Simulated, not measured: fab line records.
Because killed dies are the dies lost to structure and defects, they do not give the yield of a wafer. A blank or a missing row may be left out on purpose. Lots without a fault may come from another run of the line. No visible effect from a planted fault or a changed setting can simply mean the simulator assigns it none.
A struck lot beside a sound one + flow n5_finfet + 15 steps out of a route of 1938
Sound: wafers L228.1, L228.2, L228.4. Struck: wafers L242.1, L242.4, L242.6. The cause is named last.
For every step that has rows: the tool of each side, followed by ch and its chambers, followed by its first start. Under that, the readings that differ: sound wafers + struck wafers + difference of the means + sigmas: that difference in standard deviations of wafers without a fault.
alike: words and numbers the same on both sides, and readings whose means are apart by under 2 such deviations; not compared: readings that were withheld, readings missing a value for some wafer, numbers with overlapping values and no deviation given by the record, and bounds like >300 which may hide the same value.
A row with sigmas, a row that says differs or no value, or rows on one side alone: a step with any of these is where the two part. Numbers that have no deviation but don't overlap get no sigmas and don't part them. Lack of a reading on every wafer of one side parts them only where that side has two or more wafers.

first, 6 steps without rows for these wafers: N5_BEOL_M13_EBR_06; N5_BEOL_M13_SOFTBAKE_05 (time 60 s); N5_BEOL_M13_EXPOSE_07 (exposes mask V12); N5_BEOL_M13_PEB_08 (peb time 90 s); N5_BEOL_M13_DEVELOP_09 (develop time 45 s); N5_BEOL_M13_HARDBAKE_14 (time 120 s).
N5_BEOL_M13_CD_MEAS_10: the cd target is 190 nm.
  sound on cd_sem-01 ch 0, day 12 14:16; struck on cd_sem-03 ch 0, day 16 04:23
  alike: cd_nm
N5_BEOL_M13_OVL_MEAS_11:
  sound on overlay-02 ch 0, day 12 14:18; struck on overlay-01 ch 0, day 16 04:25
  alike: V12_OVL
N5_BEOL_M13_INSPECT_12: inspects for defects (macro).
  struck on defect_inspect-01, day 16 04:26; sound on defect_inspect-02, day 12 14:20
  alike: raw_defect_count
N5_BEOL_M13_DESCUM_15: chemistry O2, time 7.9 s.
  sound on rie_diel-03 ch 0,1,2, day 12 14:22; struck on rie_diel-04 ch 0,2,3, day 16 04:30
  alike: drypump_motor_current_A, oes_product_au, rf_fwd_power_W, rf_vpp_V, showerhead_plenum_p_Torr, throttle_valve_pct
  not compared: rf_hours_counter_h
N5_BEOL_M13_ETCH_59: etches BARC in N2/H2, target depth 89 nm, overetch 26.7 nm, time 67.9 s.
  sound on rie_diel-03 ch 0,1,2, day 12 14:24; struck on rie_diel-04 ch 0,2,3, day 16 04:32
  alike: drypump_motor_current_A, oes_product_au, rf_fwd_power_W, rf_vpp_V, showerhead_plenum_p_Torr, throttle_valve_pct
  not compared: rf_hours_counter_h
N5_BEOL_M13_VIA_ETCH_16: etches SiOC in C4F8/O2/Ar, target depth 921.7 nm.
  sound on rie_diel-03 ch 0,1,2, day 12 14:27; struck on rie_diel-04 ch 0,2,3, day 16 04:35
  alike: drypump_motor_current_A, oes_product_au, rf_fwd_power_W, rf_vpp_V, showerhead_plenum_p_Torr, throttle_valve_pct
N5_BEOL_M13_STRIP_63: strips in N2/H2.
  sound on plasma_asher-01 ch 0,1, day 12 14:41; struck on plasma_asher-02 ch 0,1, day 16 04:49
  no value came back on the struck wafers for any of 5 readings (chamber_pressure_mTorr (mTorr), drypump_motor_current_A (A) and others); on the sound wafers chamber_pressure_mTorr (mTorr) reads 1000.2 1001.3 1000.3
| reading                                    | sound | struck         | difference | sigmas |
|--------------------------------------------|-------|----------------|------------|--------|
| model.coat_of_BEOL_M13_COAT_04.thk_nm (nm) | 0 0 0 | 77.6 71.4 69.8 | +72.9      |        |
  not compared: rf_hours_counter_h
N5_BEOL_M13_STRIP_64: strips in N2/H2.
  sound on plasma_asher-01 ch 0,1, day 12 14:45; struck on plasma_asher-02 ch 0,1, day 16 04:53
| reading                      | sound             | struck            | difference | sigmas      |
|------------------------------|-------------------|-------------------|------------|-------------|
| strip_time_to_endpoint_s (s) | 31.28 31.26 31.26 | 54.00 52.45 52.00 | +21.55     | +99 or more |
  alike: drypump_motor_current_A, h2_flow_sccm, heater_power_w, oes_product_au
  not compared: rf_hours_counter_h
then, 1 step without rows for these wafers: N5_BEOL_M13_STRIP_71 (strips in post etch residue remover, time 60 s).

## WHERE THEY PART
First at N5_BEOL_M13_STRIP_63; last, within this record, at N5_BEOL_M13_STRIP_64.

WHY: what the simulator had put in
Skipped step whole: plasma_asher-02, from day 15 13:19 on, at N5_BEOL_M13_STRIP_63. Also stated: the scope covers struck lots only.
